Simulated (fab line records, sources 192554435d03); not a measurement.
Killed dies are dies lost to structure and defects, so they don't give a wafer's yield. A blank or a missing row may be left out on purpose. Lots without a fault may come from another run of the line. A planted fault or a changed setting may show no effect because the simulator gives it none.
Which tool did it? | flow n5_finfet | 9 lots, 26 wafers sampled, at 4 steps of a route of 1938

WHAT THE GAUGES READ, wafer by wafer
N5_MOL_CONTACT_COAG_CD_MEAS_137: target cd 16 nm.
lot  | measured     | on        | cd_nm (nm)
L445 | day 5 05:46  | cd_sem-01 | 16.5 16.0
L452 | day 6 22:43  | cd_sem-03 | 16.1 16.1 16.3
L456 | day 8 05:08  | cd_sem-02 | 16.1 15.7 15.2
L458 | day 8 12:33  | cd_sem-01 | 16.3 16.1 16.1
L459 | day 8 20:06  | cd_sem-01 | - - -
L460 | day 9 06:46  | cd_sem-01 | - - -
L461 | day 9 10:09  | cd_sem-03 | - - -
L462 | day 9 14:40  | cd_sem-03 | 15.9 16.8 16.4
L467 | day 10 20:26 | cd_sem-01 | 15.5 16.0 16.3

WHICH TOOL RAN EACH LOT (tool, then ch and the chambers of the sampled wafers, then the start)
lot  | N5_MOL_CONTACT_COAG_CMP_23   | N5_MOL_CONTACT_COAG_ETCH_90        | N5_MOL_CONTACT_COAG_ETCHBACK_132
L445 | cmp-01 ch 1,3, day 5 01:00   | rie_diel-04 ch 0,2, day 5 04:59    | rie_diel-03 ch 1,2, day 5 05:16
L452 | cmp-01 ch 0,2,3, day 6 17:35 | rie_diel-04 ch 1,2, day 6 21:57    | rie_diel-03 ch 1,2,3, day 6 22:13
L456 | cmp-03 ch 0,1,3, day 7 23:44 | rie_diel-01 ch 0,1,2, day 8 04:19  | rie_diel-01 ch 0,1,3, day 8 04:38
L458 | cmp-01 ch 0,3, day 8 07:48   | rie_diel-03 ch 2,3, day 8 11:48    | rie_diel-01 ch 1,2,3, day 8 12:04
L459 | cmp-01 ch 0,1,2, day 8 15:29 | rie_diel-01 ch 0,1,3, day 8 19:13  | rie_diel-04 ch 0,2,3, day 8 19:36
L460 | cmp-03 ch 0,2, day 9 01:37   | rie_diel-04 ch 0,1,2, day 9 06:01  | rie_diel-04 ch 0,2,3, day 9 06:16
L461 | cmp-01 ch 1,2, day 9 04:02   | rie_diel-03 ch 0,1,3, day 9 09:20  | rie_diel-01 ch 0,1,2, day 9 09:36
L462 | cmp-02 ch 1,2,3, day 9 09:28 | rie_diel-03 ch 2,3, day 9 13:36    | rie_diel-03 ch 0,1, day 9 13:56
L467 | cmp-01 ch 1,2, day 10 15:44  | rie_diel-04 ch 0,1,3, day 10 19:38 | rie_diel-03 ch 0,3, day 10 19:54
- N5_MOL_CONTACT_COAG_CMP_23: polishes, stops on SiO2, t overpolish 1.5 s, target thk 0 nm.
- N5_MOL_CONTACT_COAG_ETCH_90: etches SiARC in CF4, target depth 13 nm, time 21.7 s.
- N5_MOL_CONTACT_COAG_ETCHBACK_132: etches SiO2 in CHF3, target depth 10 nm, time 6.7 s.

THE ANSWER, worked out from the rows above alone
Rule: what is usual is taken from the lots themselves. Put in order of their means at a reading, lots are off if they are a third of the lots or fewer, leave a main group of 4 or more, and stand apart from it by a gap of 3 or more times the standard deviation of the main group's means; of several such gaps the widest counts. A main group whose means are all the same, to the digits that the tables above print for the reading, isn't used. A lot without any number at a reading at which 4 lots or more have one is off too. The other lots that the step has rows for count as sound.
Off: L459, L460, L461, at N5_MOL_CONTACT_COAG_CD_MEAS_137 (cd_nm). Without a number there: L459, L460, L461. The main group: mean 16.1 nm, standard deviation 0.23.
A tool fits if, at a process step before that reading, it ran every lot that is off, and no sound lot after the first of them. The gauges at N5_MOL_CONTACT_COAG_CD_MEAS_137 are tried like those tools. None of those tried fits.

WHAT THE SIMULATOR HAD PUT IN
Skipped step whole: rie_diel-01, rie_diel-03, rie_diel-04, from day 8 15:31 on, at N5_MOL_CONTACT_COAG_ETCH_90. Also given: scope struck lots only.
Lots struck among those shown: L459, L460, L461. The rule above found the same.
